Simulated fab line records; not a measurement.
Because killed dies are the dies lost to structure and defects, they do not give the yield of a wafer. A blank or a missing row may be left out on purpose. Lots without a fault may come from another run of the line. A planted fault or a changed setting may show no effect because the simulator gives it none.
Chamber matching || flow nand-harc || NHARC_A_STAIRCASE_DESCUM_168 on rie-diel-13 has 4 sister chambers
The step chemistry O2, time 3 s. 8 wafers are shown with their chamber, then 7 later ones without.

WAFERS PAIRED WITH THEIR CHAMBERS
{"wafer": "L080.5", "chamber": 2, "drypump-motor-current-A (A)": 5.6, "showerhead-plenum-p-Torr (Torr)": 1.84}
{"wafer": "L081.1", "chamber": 0, "drypump-motor-current-A (A)": 6.5, "showerhead-plenum-p-Torr (Torr)": 1.87}
{"wafer": "L081.6", "chamber": 3, "drypump-motor-current-A (A)": 5.2, "showerhead-plenum-p-Torr (Torr)": 2.07}
{"wafer": "L085.3", "chamber": 1, "drypump-motor-current-A (A)": 4.8, "showerhead-plenum-p-Torr (Torr)": 1.85}
{"wafer": "L085.5", "chamber": 2, "drypump-motor-current-A (A)": 5.6, "showerhead-plenum-p-Torr (Torr)": 1.83}
{"wafer": "L085.6", "chamber": 1, "drypump-motor-current-A (A)": 4.8, "showerhead-plenum-p-Torr (Torr)": 1.85}
{"wafer": "L089.1", "chamber": 0, "drypump-motor-current-A (A)": 6.5, "showerhead-plenum-p-Torr (Torr)": 1.86}
{"wafer": "L089.3", "chamber": 3, "drypump-motor-current-A (A)": 5.3, "showerhead-plenum-p-Torr (Torr)": 2.06}

WAFERS WHOSE CHAMBER IS MISSING
{"wafer": "L089.4", "drypump-motor-current-A (A)": 5.6, "showerhead-plenum-p-Torr (Torr)": 1.83}
{"wafer": "L088.4", "drypump-motor-current-A (A)": 5.3, "showerhead-plenum-p-Torr (Torr)": 2.06}
{"wafer": "L088.5", "drypump-motor-current-A (A)": 6.5, "showerhead-plenum-p-Torr (Torr)": 1.86}
{"wafer": "L088.6", "drypump-motor-current-A (A)": 4.8, "showerhead-plenum-p-Torr (Torr)": 1.85}
{"wafer": "L097.2", "drypump-motor-current-A (A)": 6.5, "showerhead-plenum-p-Torr (Torr)": 1.85}
{"wafer": "L097.4", "drypump-motor-current-A (A)": 4.8, "showerhead-plenum-p-Torr (Torr)": 1.84}
{"wafer": "L097.5", "drypump-motor-current-A (A)": 5.7, "showerhead-plenum-p-Torr (Torr)": 1.82}

WHICH CHAMBER EACH ONE RAN IN
{"wafer": "L089.4", "from the rows above": 2, "in truth": 2}
{"wafer": "L088.4", "from the rows above": 3, "in truth": 3}
{"wafer": "L088.5", "from the rows above": 0, "in truth": 0}
{"wafer": "L088.6", "from the rows above": 1, "in truth": 1}
{"wafer": "L097.2", "from the rows above": 0, "in truth": 0}
{"wafer": "L097.4", "from the rows above": 1, "in truth": 1}
{"wafer": "L097.5", "from the rows above": 2, "in truth": 2}
7 of 7 placed correctly. Number that these rows cannot place: 0. 0 placed wrongly.
How it was worked out, from the rows above alone: a wafer's distance from a chamber is the root of the sum, over the readings, of the square of ((its reading less the chamber's mean) divided by the reading's scatter). If the next closest chamber is less than 2 further off than the closest, the wafer can't be placed; otherwise it belongs to the closest. The mean given for a chamber averages the wafers shown for that chamber. The scatter: take each reading less its chamber's mean, square it, sum over the shown wafers, divide by the number of wafers less the number of chambers, and take the root.
